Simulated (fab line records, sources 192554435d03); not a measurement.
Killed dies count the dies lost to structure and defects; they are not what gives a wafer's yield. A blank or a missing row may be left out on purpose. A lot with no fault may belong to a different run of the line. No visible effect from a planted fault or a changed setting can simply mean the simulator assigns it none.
Matching of chambers    flow n5_finfet    N5_BEOL_M13_ETCH_59 on rie_diel-03: 4 sister chambers
The step etches BARC in N2/H2, target depth 89 nm, overetch 26.7 nm, time 67.9 s. 24 wafers are shown with their chamber, then 12 later ones without.

== EACH WAFER AND ITS CHAMBER ==
wafer   chamber  drypump_motor_current_A (A)  showerhead_plenum_p_Torr (Torr)  throttle_valve_pct (%)
L076.1  2        6.4                          2.51                             17.7
L076.3  3        6.6                          2.69                             17.7
L076.5  0        6.1                          2.63                             17.6
L074.2  1        5.7                          2.51                             18.2
L074.3  2        6.4                          2.51                             17.7
L074.5  3        6.6                          2.68                             17.7
L078.1  0        6.2                          2.62                             17.6
L078.3  3        6.6                          2.68                             17.7
L078.6  1        5.7                          2.51                             18.2
L081.2  1        5.7                          2.51                             18.2
L081.3  3        6.6                          2.68                             17.7
L081.5  0        6.1                          2.62                             17.6
L084.2  2        6.4                          2.50                             17.7
L084.3  0        6.1                          2.62                             17.7
L084.5  3        6.6                          2.68                             17.7
L088.1  3        6.6                          2.67                             17.7
L088.3  1        5.7                          2.51                             18.2
L088.5  0        6.1                          2.62                             17.7
L090.1  3        6.6                          2.67                             17.7
L090.2  1        5.7                          2.51                             18.2
L090.5  2        6.4                          2.50                             17.8
L091.2  1        5.7                          2.50                             18.2
L091.3  2        6.4                          2.50                             17.8
L091.4  3        6.6                          2.67                             17.7

SIGNATURES, as means of the wafers listed above
reading                   chamber 0  chamber 1  chamber 2  chamber 3  scatter within a chamber
drypump_motor_current_A   6.120      5.700      6.400      6.600      0.02
showerhead_plenum_p_Torr  2.6220     2.5083     2.5040     2.6775     0.00563
throttle_valve_pct        17.640     18.200     17.740     17.700     0.0346
Rule: a wafer lies at a distance from a chamber equal to the root of the sum of squares, over the readings, of (its reading less the chamber's mean, divided by the reading's scatter). The wafer belongs to the nearest chamber; if the next one is less than 2 further off, it can't be placed. The scatter is the square root of a quotient: the sum, over the shown wafers, of each reading's squared deviation from its chamber's mean, divided by wafers minus chambers.

== WAFERS MISSING THEIR CHAMBER ==
wafer   drypump_motor_current_A (A)  showerhead_plenum_p_Torr (Torr)  throttle_valve_pct (%)
L093.2  6.4                          2.50                             17.8
L093.4  6.1                          2.61                             17.7
L093.5  5.7                          2.50                             18.2
L095.1  6.1                          2.61                             17.7
L095.3  6.6                          2.67                             17.7
L095.4  5.7                          2.50                             18.2
L096.1  6.1                          2.61                             17.7
L096.3  5.7                          2.50                             18.2
L096.4  6.4                          2.49                             17.8
L097.2  6.4                          2.49                             17.8
L097.5  6.4                          2.49                             17.8
L097.6  5.7                          2.50                             18.2

== WHICH CHAMBER EACH WENT THROUGH ==
wafer   from the rows above  in truth
L093.2  2                    2
L093.4  0                    0
L093.5  1                    1
L095.1  0                    0
L095.3  3                    3
L095.4  1                    1
L096.1  0                    0
L096.3  1                    1
L096.4  2                    2
L097.2  2                    2
L097.5  2                    2
L097.6  1                    1
Placed correctly: 12 of 12. From these rows, 0 cannot be placed. Number placed wrongly: 0.
